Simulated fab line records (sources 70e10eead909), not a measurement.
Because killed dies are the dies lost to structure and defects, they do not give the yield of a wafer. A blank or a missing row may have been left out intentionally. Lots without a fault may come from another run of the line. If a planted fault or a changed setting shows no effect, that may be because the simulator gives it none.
fab line records	flow nand_harc
record lots=12	wafers=36	last_day=23
route steps=1159 shown P_GATE@174
lots with no fault: from the same line, run without faults
start_h: start of the lot's first displayed wafer, in hours after the record's first day	wait_h: time in hours since the lot's previous step	" same as the row above	L1.1+2: a row that stands for several wafers	- no value, or no start given	* or withheld: withheld	< > ~ a bound
route shown NAME@n: NAME is a module with steps in the file, n the number in the route of the first one	usual: mean and standard deviation over wafers with no fault	same: alike in all rows	chamber/n: place in a boat	sites: each site's reading	_std_site: standard deviation across them	_edge_site: mean of outer sites minus mean of inner sites	radius_mm: how far each site lies from the wafer's centre	mask NAME#n: copy n	behind: the tool/chamber that last shaped the wafer	hold: what put the lot on hold/how long, in hours/how the hold closed	device: names the non-switching transistor (n, p or np)	end of line: tests run on the same wafers once the route is complete	for a step that has no rows: nothing shown but its recipe	killed: dies lost to structure and defects at the first sort, not the wafer's yield	map: the dies of a wafer, with x for killed, . for not killed, _ for no die there
set.NAME: the run value of the setting; set.NAME@STEP: its run value at that earlier step	model.NAME: the simulator's own value behind a step, which no gauge read
a sample of lots followed through the steps of the route, with each step as a table and each wafer as a row
services: the hour from which a tool's chamber was out of use, counted from the record's first day as start_h (under 0 if before that day), plus the number of hours and why
## steps
# step NHARC_P_GATE_STRIP_111
# recipe power_w=1500	temp_c=110	time_s=250	chemistry=N2/H2
# usual drypump_motor_current_A=5.7/0.31	heater_power_w=92/11
# same time_s=250
lot.wafer	tool	chamber	start_h	wait_h	drypump_motor_current_A	heater_power_w	rf_hours_counter_h
L971.2	plasma_asher-02	1	102.50	0.2	5.3	89	31
L971.4	"	1	"	"	5.3	87	-
L971.6	"	1	"	"	5.3	86	-
L972.2	plasma_asher-02	0	113.26	0.2	6.0	112	36
L972.3	"	1	"	"	5.3	87	-
L972.5	"	1	"	"	5.3	87	-
L974.2	plasma_asher-02	1	121.79	0.3	5.3	86	40
L974.3	"	0	"	"	6.0	110	-
L974.5	"	1	"	"	5.3	86	-
L977.2	plasma_asher-02	0	131.84	0.2	6.0	114	43
L977.6	"	0	"	"	6.0	118	-
L977.5	"	1	"	"	5.3	87	-
L976.4	plasma_asher-01	1	133.12	0.2	5.4	87	-
L976.3	"	0	"	"	6.0	85	-
L976.5	"	0	"	"	6.0	84	-
L982.2	plasma_asher-02	0	169.77	0.2	6.0	113	57
L982.3	"	0	"	"	6.0	114	-
L982.4	"	1	"	"	5.3	87	-
L985.2	plasma_asher-01	1	179.51	0.2	5.4	86	20
L985.5	"	1	"	"	5.5	87	-
L985.6	"	0	"	"	6.1	85	-
L986.2	plasma_asher-02	1	199.20	0.2	5.3	87	1
L986.1	"	0	"	"	6.0	108	1
L986.6	"	1	"	"	5.3	89	-
L988.2	plasma_asher-02	1	205.33	0.2	5.3	88	5
L988.3	"	0	"	"	6.0	109	-
L988.6	"	1	"	"	5.3	90	-
L989.2	plasma_asher-01	1	205.48	0.2	5.4	85	32
L989.3	"	0	"	"	6.1	85	-
L989.6	"	1	"	"	5.4	89	-
L991.3	plasma_asher-02	1	215.85	0.3	5.3	89	-
L991.4	"	0	"	"	6.0	107	-
L991.5	"	0	"	"	6.0	105	-
L992.1	plasma_asher-01	1	231.65	0.2	5.4	87	40
L992.2	"	0	"	"	6.0	84	40
L992.4	"	1	"	"	5.5	84	-
# step NHARC_P_GATE_EXPOSE_56
# recipe na=0.6	target_cd_nm=720	dose_mj=14.81	mask_id=P_PSD
# usual focus_offset_nm=-0.1/0.55
lot.wafer	tool	chamber	start_h	wait_h	mask	focus_offset_nm
L971.2	krf_scanner-01	0	103.53	-	P_PSD#0	0.2
L971.4	"	0	"	"	P_PSD#0	-0.1
L971.6	"	0	"	"	P_PSD#0	-0.4
L972.2	krf_scanner-01	0	114.21	-	P_PSD#0	-0.2
L972.3	"	0	"	"	P_PSD#0	0.3
L972.5	"	0	"	"	P_PSD#0	0.8
L974.2	krf_scanner-03	0	122.69	-	P_PSD#0	0.6
L974.3	"	0	"	"	P_PSD#0	0.2
L974.5	"	0	"	"	P_PSD#0	-0.6
L977.2	krf_scanner-04	0	132.92	-	P_PSD#0	0.5
L977.5	"	0	"	"	P_PSD#0	0.1
L977.6	"	0	"	"	P_PSD#0	0.4
L976.3	krf_scanner-04	0	133.97	-	P_PSD_R1#0	0.5
L976.4	"	0	"	"	P_PSD_R1#0	0.0
L976.5	"	0	"	"	P_PSD_R1#0	0.4
L982.2	krf_scanner-04	0	170.85	-	P_PSD#0	-0.2
L982.3	"	0	"	"	P_PSD#0	0.0
L982.4	"	0	"	"	P_PSD#0	1.0
L985.2	krf_scanner-03	0	180.59	-	P_PSD#0	0.4
L985.5	"	0	"	"	P_PSD#0	-1.3
L985.6	"	0	"	"	P_PSD#0	0.2
L986.1	krf_scanner-04	0	200.27	-	P_PSD#0	-0.4
L986.2	"	0	"	"	P_PSD#0	0.1
L986.6	"	0	"	"	P_PSD#0	0.6
L988.2	krf_scanner-04	0	206.23	-	P_PSD#0	0.5
L988.3	"	0	"	"	P_PSD#0	-0.1
L988.6	"	0	"	"	P_PSD#0	-0.1
L989.2	krf_scanner-03	0	206.51	-	P_PSD#0	-1.0
L989.3	"	0	"	"	P_PSD#0	-0.1
L989.6	"	0	"	"	P_PSD#0	0.1
L991.3	krf_scanner-04	0	216.83	-	P_PSD#0	-0.5
L991.4	"	0	"	"	P_PSD#0	0.3
L991.5	"	0	"	"	P_PSD#0	0.4
L992.1	krf_scanner-04	0	232.72	-	P_PSD#0	-1.0
L992.2	"	0	"	"	P_PSD#0	-1.5
L992.4	"	0	"	"	P_PSD#0	-0.5
# step NHARC_P_GATE_CD_MEAS_59
# recipe target_cd_nm=720	landing_energy_ev=500
# usual cd_nm=719.8/1.9
lot.wafer	tool	chamber	start_h	wait_h	cd_nm
L971.2	cd_sem-01	0	103.69	-	719.6
L971.4	"	0	"	"	720.6
L971.6	"	0	"	"	718.8
L972.2	cd_sem-01	0	114.37	-	722.5
L972.3	"	0	"	"	721.1
L972.5	"	0	"	"	721.0
L974.2	cd_sem-01	0	122.84	-	721.6
L974.3	"	0	"	"	717.0
L974.5	"	0	"	"	717.6
L977.2	cd_sem-02	0	133.07	-	720.3
L977.5	"	0	"	"	723.2
L977.6	"	0	"	"	719.1
L976.3	cd_sem-02	0	134.12	-	709.5
L976.4	"	0	"	"	709.0
L976.5	"	0	"	"	712.1
L982.2	cd_sem-03	0	171.00	-	719.2
L982.3	"	0	"	"	720.2
L982.4	"	0	"	"	719.8
L985.2	cd_sem-03	0	180.75	-	716.9
L985.5	"	0	"	"	719.8
L985.6	"	0	"	"	718.9
L986.1	cd_sem-03	0	200.43	-	722.2
L986.2	"	0	"	"	721.7
L986.6	"	0	"	"	724.8
L988.2	cd_sem-01	0	206.38	-	718.0
L988.3	"	0	"	"	718.8
L988.6	"	0	"	"	719.9
L989.2	cd_sem-01	0	206.66	-	720.2
L989.3	"	0	"	"	717.7
L989.6	"	0	"	"	720.2
L991.3	cd_sem-02	0	216.98	-	717.7
L991.4	"	0	"	"	717.2
L991.5	"	0	"	"	719.6
L992.1	cd_sem-03	0	232.87	-	721.8
L992.2	"	0	"	"	719.2
L992.4	"	0	"	"	719.3
# step NHARC_P_GATE_STRIP_112
# recipe power_w=1500	temp_c=110	time_s=200	chemistry=N2/H2
# usual drypump_motor_current_A=5.7/0.32	heater_power_w=93/11
# same time_s=200
lot.wafer	tool	chamber	start_h	wait_h	drypump_motor_current_A	heater_power_w	rf_hours_counter_h
L971.2	plasma_asher-02	1	104.27	0.2	5.3	88	32
L971.4	"	0	"	"	6.0	112	-
L971.6	"	1	"	"	5.3	87	-
L972.2	plasma_asher-02	0	114.94	0.2	6.0	115	37
L972.3	"	1	"	"	5.3	85	-
L972.5	"	1	"	"	5.3	88	-
L974.2	plasma_asher-02	1	123.41	0.2	5.3	87	40
L974.3	"	0	"	"	6.0	113	-
L974.5	"	0	"	"	6.0	114	-
L977.2	plasma_asher-01	0	133.78	0.3	6.0	89	9
L977.6	"	0	"	"	6.0	86	-
L977.5	"	1	"	"	5.5	87	-
L976.3	plasma_asher-02	0	134.73	0.2	6.0	112	-
L976.4	"	1	"	"	5.3	87	-
L976.5	"	1	"	"	5.3	88	-
L982.2	plasma_asher-02	0	171.57	0.2	6.0	115	58
L982.3	"	1	"	"	5.3	86	-
L982.4	"	0	"	"	6.0	112	-
L985.2	plasma_asher-01	1	181.31	0.2	5.5	88	21
L985.5	"	0	"	"	6.0	82	-
L985.6	"	1	"	"	5.4	87	-
L986.1	plasma_asher-02	0	200.96	0.2	6.0	108	2
L986.2	"	1	"	"	5.4	89	2
L986.6	"	1	"	"	5.3	89	-
L988.2	plasma_asher-02	0	206.95	0.2	6.0	106	6
L988.3	"	0	"	"	6.0	105	-
L988.6	"	0	"	"	6.0	106	-
L989.2	plasma_asher-01	1	207.24	0.2	5.4	87	33
L989.3	"	0	"	"	6.0	85	-
L989.6	"	1	"	"	5.5	89	-
L991.3	plasma_asher-01	0	217.63	0.2	6.0	86	-
L991.4	"	1	"	"	5.4	88	-
L991.5	"	1	"	"	5.4	87	-
L992.2	plasma_asher-02	0	233.43	0.2	6.0	106	14
L992.1	"	1	"	"	5.3	88	14
L992.4	"	0	"	"	6.0	107	-
# step NHARC_P_GATE_DESCUM_93
# recipe time_s=3	o2_flow_sccm=200	ar_flow_sccm=0	bias_power_w=0	chemistry=O2
# usual drypump_motor_current_A=5.4/0.34	oes_product_au=1.000/0.0089	rf_vpp_V=57.8/0.9	showerhead_plenum_p_Torr=1.94/0.093	throttle_valve_pct=11.312/0.0089
# same time_s=3
lot.wafer	tool	chamber	start_h	wait_h	drypump_motor_current_A	oes_product_au	rf_hours_counter_h	rf_vpp_V	showerhead_plenum_p_Torr	throttle_valve_pct
L971.4	rie_diel-07	1	105.56	-	5.5	1.004	8	58.1	2.04	11.304
L971.2	"	2	"	"	5.4	1.010	11	58.7	1.97	11.339
L971.6	"	2	"	"	5.5	0.995	-	57.2	1.97	11.315
L972.3	rie_diel-06	1	116.26	-	5.0	1.005	18	56.4	1.88	11.315
L972.2	"	3	"	"	6.1	0.986	11	58.0	1.82	11.307
L972.5	"	0	"	"	5.7	1.008	-	57.3	1.83	11.315
L974.2	rie_diel-03	0	124.58	-	5.5	1.004	27	58.3	1.90	11.311
L974.3	"	3	"	"	5.5	0.995	27	56.6	1.78	11.311
L974.5	"	1	"	"	6.3	1.003	-	57.8	1.98	11.324
L977.2	rie_diel-07	3	135.12	-	5.6	0.984	15	57.6	2.04	11.314
L977.6	"	3	"	"	5.6	0.985	-	59.3	2.04	11.314
L977.5	"	0	"	"	5.1	0.996	-	57.5	1.97	11.321
L976.3	rie_diel-07	2	135.99	-	5.4	0.998	16	58.3	1.97	11.308
L976.4	"	3	"	"	5.6	0.993	15	57.7	2.04	11.293
L976.5	"	1	"	"	5.5	1.006	-	59.5	2.04	11.312
L982.2	rie_diel-03	2	172.87	-	4.7	0.993	46	56.6	2.00	11.307
L982.4	"	0	"	"	5.5	0.993	43	59.2	1.90	11.299
L982.3	"	1	"	"	6.3	1.003	46	57.3	1.97	11.298
L985.2	rie_diel-03	2	182.64	-	4.7	0.987	48	57.4	2.00	11.307
L985.6	"	0	"	"	5.5	0.984	-	58.7	1.90	11.305
L985.5	"	1	"	"	6.3	1.005	-	58.5	1.97	11.318
L986.2	rie_diel-07	0	202.31	-	5.1	1.005	26	58.3	1.96	11.312
L986.1	"	3	"	"	5.6	0.986	28	58.7	2.04	11.311
L986.6	"	0	"	"	5.1	1.003	-	56.3	1.96	11.324
L988.3	rie_diel-07	0	208.24	-	5.0	1.007	28	57.5	1.96	11.324
L988.2	"	2	"	"	5.5	1.002	32	58.0	1.97	11.313
L988.6	"	1	"	"	5.5	0.999	-	59.2	2.04	11.299
L989.2	rie_diel-07	2	208.53	-	5.4	0.998	32	58.1	1.97	11.323
L989.3	"	1	"	"	5.5	1.016	29	58.9	2.04	11.300
L989.6	"	2	"	"	5.4	1.004	-	58.2	1.97	11.321
L991.3	rie_diel-06	1	218.95	-	5.0	0.996	57	57.5	1.87	11.322
L991.5	"	0	"	"	5.7	1.001	-	57.2	1.82	11.323
L991.4	"	1	"	"	5.0	0.998	-	56.8	1.86	11.319
L992.2	rie_diel-06	1	234.77	-	5.0	1.010	64	56.5	1.86	11.308
L992.1	"	2	"	"	5.5	1.008	64	58.7	1.77	11.311
L992.4	"	0	"	"	5.6	0.994	-	56.6	1.82	11.310
## services
tool	chamber	start_h	hours	kind
krf_scanner-01	-	82.40	0.2	repair
krf_scanner-01	-	90.57	0.8	repair
krf_scanner-01	-	95.65	4.0	pm
plasma_asher-01	-	99.23	9.0	pm
plasma_asher-01	0	99.23	9.0	vent_cycle
plasma_asher-01	1	99.23	9.0	vent_cycle
rie_diel-06	3	99.58	9.5	repair
krf_scanner-01	-	105.62	0.5	repair
plasma_asher-01	0	108.23	-	clean
krf_scanner-01	-	124.91	4.5	repair
krf_scanner-04	-	126.01	4.0	pm
plasma_asher-01	-	164.29	6.1	repair
krf_scanner-03	-	168.00	4.0	pm
plasma_asher-02	0	183.76	9.0	vent_cycle
plasma_asher-02	0	192.76	-	clean
plasma_asher-02	1	192.76	-	clean
plasma_asher-02	-	195.00	1.2	repair
krf_scanner-03	-	197.74	1.7	repair
rie_diel-06	-	209.21	0.9	repair
rie_diel-06	3	214.06	39.4	repair
rie_diel-03	-	215.83	9.0	pm
krf_scanner-04	-	217.33	2.0	repair
krf_scanner-01	-	217.67	2.9	repair
rie_diel-07	-	228.21	9.0	pm
## key
first_sign step=NHARC_P_GATE_EXPOSE_56	reading=mask	direction=changed
effect step=NHARC_P_GATE_CD_MEAS_59	reading=cd_nm	direction=down	sigmas=5.1	usual=719.8	struck=710.2
met_at NHARC_P_GATE_EXPOSE_56
struck_lots L976
tester_left_out L976
not_acting_at NHARC_P_GATE_STRIP_111,NHARC_P_GATE_STRIP_112,NHARC_P_GATE_DESCUM_93
onset_between 132.92 133.97
fault kind=wrong_mask	tool=any	chamber=-	onset_h=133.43	steps=NHARC_P_GATE_EXPOSE_56	aux_copy=P_PSD_R1#0	cd_offset_nm=-9.0605	scope=struck_lots_only
# tester_left_out: of these lots the tester's yield and bins aren't shown, on N5 and GAA mostly nor the transistor test; their killed dies are dies lost to structure and defects alone, not to doping, threshold or leakage, so they don't give the yield
